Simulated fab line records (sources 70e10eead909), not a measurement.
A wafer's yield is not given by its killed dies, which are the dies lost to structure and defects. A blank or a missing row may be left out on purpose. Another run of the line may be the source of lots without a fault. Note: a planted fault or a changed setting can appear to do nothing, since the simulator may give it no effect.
Matching of chambers || flow nandHarc || NHARC_A_STAIRCASE_TRIM_20 on rieDiel-05: 4 sister chambers
The step chemistry O2, time 211.2 s. 22 wafers are shown with their chamber, then 11 later ones without.

== EACH WAFER AND ITS CHAMBER ==
{"wafer": "L074.2", "chamber": 3, "drypumpMotorCurrentA (A)": 6.41, "oesProductAu (a.u.)": 1.001, "showerheadPlenumPTorr (Torr)": 3.28}
{"wafer": "L074.5", "chamber": 1, "drypumpMotorCurrentA (A)": 6.07, "oesProductAu (a.u.)": 0.996, "showerheadPlenumPTorr (Torr)": 3.45}
{"wafer": "L074.6", "chamber": 0, "drypumpMotorCurrentA (A)": 5.82, "oesProductAu (a.u.)": 1.010, "showerheadPlenumPTorr (Torr)": 3.48}
{"wafer": "L075.2", "chamber": 0, "drypumpMotorCurrentA (A)": 5.82, "oesProductAu (a.u.)": 1.007, "showerheadPlenumPTorr (Torr)": 3.48}
{"wafer": "L075.5", "chamber": 1, "drypumpMotorCurrentA (A)": 6.07, "oesProductAu (a.u.)": 0.997, "showerheadPlenumPTorr (Torr)": 3.45}
{"wafer": "L075.6", "chamber": 2, "drypumpMotorCurrentA (A)": 6.13, "oesProductAu (a.u.)": 1.000, "showerheadPlenumPTorr (Torr)": 3.39}
{"wafer": "L076.1", "chamber": 3, "drypumpMotorCurrentA (A)": 6.43, "oesProductAu (a.u.)": 1.000, "showerheadPlenumPTorr (Torr)": 3.28}
{"wafer": "L076.2", "chamber": 2, "drypumpMotorCurrentA (A)": 6.14, "oesProductAu (a.u.)": 0.992, "showerheadPlenumPTorr (Torr)": 3.39}
{"wafer": "L076.3", "chamber": 0, "drypumpMotorCurrentA (A)": 5.83, "oesProductAu (a.u.)": 1.017, "showerheadPlenumPTorr (Torr)": 3.47}
{"wafer": "L076.4", "chamber": 1, "drypumpMotorCurrentA (A)": 6.10, "oesProductAu (a.u.)": 1.004, "showerheadPlenumPTorr (Torr)": 3.44}
{"wafer": "L076.5", "chamber": 0, "drypumpMotorCurrentA (A)": 5.83, "oesProductAu (a.u.)": 1.008, "showerheadPlenumPTorr (Torr)": 3.47}
{"wafer": "L076.6", "chamber": 3, "drypumpMotorCurrentA (A)": 6.42, "oesProductAu (a.u.)": 1.010, "showerheadPlenumPTorr (Torr)": 3.28}
{"wafer": "L081.4", "chamber": 2, "drypumpMotorCurrentA (A)": 6.13, "oesProductAu (a.u.)": 0.997, "showerheadPlenumPTorr (Torr)": 3.38}
{"wafer": "L081.5", "chamber": 3, "drypumpMotorCurrentA (A)": 6.40, "oesProductAu (a.u.)": 0.993, "showerheadPlenumPTorr (Torr)": 3.81}
{"wafer": "L081.6", "chamber": 0, "drypumpMotorCurrentA (A)": 5.86, "oesProductAu (a.u.)": 1.005, "showerheadPlenumPTorr (Torr)": 3.47}
{"wafer": "L084.2", "chamber": 2, "drypumpMotorCurrentA (A)": 6.11, "oesProductAu (a.u.)": 0.993, "showerheadPlenumPTorr (Torr)": 3.37}
{"wafer": "L084.4", "chamber": 3, "drypumpMotorCurrentA (A)": 6.40, "oesProductAu (a.u.)": 0.983, "showerheadPlenumPTorr (Torr)": 3.80}
{"wafer": "L084.5", "chamber": 1, "drypumpMotorCurrentA (A)": 6.09, "oesProductAu (a.u.)": 0.994, "showerheadPlenumPTorr (Torr)": 3.43}
{"wafer": "L086.2", "chamber": 1, "drypumpMotorCurrentA (A)": 6.08, "oesProductAu (a.u.)": 0.996, "showerheadPlenumPTorr (Torr)": 3.43}
{"wafer": "L086.4", "chamber": 3, "drypumpMotorCurrentA (A)": 6.42, "oesProductAu (a.u.)": 0.988, "showerheadPlenumPTorr (Torr)": 3.80}
{"wafer": "L086.5", "chamber": 1, "drypumpMotorCurrentA (A)": 6.06, "oesProductAu (a.u.)": 0.987, "showerheadPlenumPTorr (Torr)": 3.43}
{"wafer": "L087.1", "chamber": 3, "drypumpMotorCurrentA (A)": 6.41, "oesProductAu (a.u.)": 0.999, "showerheadPlenumPTorr (Torr)": 3.79}

SIGNATURES (means of the wafers above)
{"reading": "drypumpMotorCurrentA", "chamber 0": 5.8320, "chamber 1": 6.0783, "chamber 2": 6.1275, "chamber 3": 6.4129, "scatter within a chamber": 0.0137}
{"reading": "oesProductAu", "chamber 0": 1.00940, "chamber 1": 0.99567, "chamber 2": 0.99550, "chamber 3": 0.99629, "scatter within a chamber": 0.00651}
{"reading": "showerheadPlenumPTorr", "chamber 0": 3.4740, "chamber 1": 3.4383, "chamber 2": 3.3825, "chamber 3": 3.5771, "scatter within a chamber": 0.161}
Rule: distance of a wafer from a chamber = root of the sum over the readings of ((wafer's reading minus chamber's mean) / reading's scatter) squared. The wafer belongs to the nearest chamber; if the next one is less than 2 further off, it can't be placed. The scatter is the square root of a quotient: the sum, over the shown wafers, of each reading's squared deviation from its chamber's mean, divided by wafers minus chambers.

== WAFERS WITH NO CHAMBER GIVEN ==
{"wafer": "L087.3", "drypumpMotorCurrentA (A)": 5.86, "oesProductAu (a.u.)": 1.005, "showerheadPlenumPTorr (Torr)": 3.46}
{"wafer": "L087.4", "drypumpMotorCurrentA (A)": 6.13, "oesProductAu (a.u.)": 1.002, "showerheadPlenumPTorr (Torr)": 3.37}
{"wafer": "L090.1", "drypumpMotorCurrentA (A)": 5.84, "oesProductAu (a.u.)": 1.002, "showerheadPlenumPTorr (Torr)": 3.46}
{"wafer": "L090.4", "drypumpMotorCurrentA (A)": 6.13, "oesProductAu (a.u.)": 0.992, "showerheadPlenumPTorr (Torr)": 3.36}
{"wafer": "L090.6", "drypumpMotorCurrentA (A)": 5.84, "oesProductAu (a.u.)": 0.998, "showerheadPlenumPTorr (Torr)": 3.46}
{"wafer": "L095.1", "drypumpMotorCurrentA (A)": 5.87, "oesProductAu (a.u.)": 1.004, "showerheadPlenumPTorr (Torr)": 3.44}
{"wafer": "L095.3", "drypumpMotorCurrentA (A)": 6.40, "oesProductAu (a.u.)": 0.995, "showerheadPlenumPTorr (Torr)": 3.78}
{"wafer": "L095.6", "drypumpMotorCurrentA (A)": 6.40, "oesProductAu (a.u.)": 0.997, "showerheadPlenumPTorr (Torr)": 3.78}
{"wafer": "L096.1", "drypumpMotorCurrentA (A)": 6.08, "oesProductAu (a.u.)": 1.002, "showerheadPlenumPTorr (Torr)": 3.41}
{"wafer": "L096.4", "drypumpMotorCurrentA (A)": 6.41, "oesProductAu (a.u.)": 0.988, "showerheadPlenumPTorr (Torr)": 3.78}
{"wafer": "L096.6", "drypumpMotorCurrentA (A)": 6.12, "oesProductAu (a.u.)": 0.994, "showerheadPlenumPTorr (Torr)": 3.35}

== THE CHAMBER EACH PASSED THROUGH ==
{"wafer": "L087.3", "from the rows above": 0, "in truth": 0}
{"wafer": "L087.4", "from the rows above": 2, "in truth": 2}
{"wafer": "L090.1", "from the rows above": 0, "in truth": 0}
{"wafer": "L090.4", "from the rows above": 2, "in truth": 2}
{"wafer": "L090.6", "from the rows above": 0, "in truth": 0}
{"wafer": "L095.1", "from the rows above": 0, "in truth": 0}
{"wafer": "L095.3", "from the rows above": 3, "in truth": 3}
{"wafer": "L095.6", "from the rows above": 3, "in truth": 3}
{"wafer": "L096.1", "from the rows above": 1, "in truth": 1}
{"wafer": "L096.4", "from the rows above": 3, "in truth": 3}
{"wafer": "L096.6", "from the rows above": 2, "in truth": 2}
Correctly placed: 11 of 11. Can't be placed from these rows: 0. Number placed wrongly: 0.
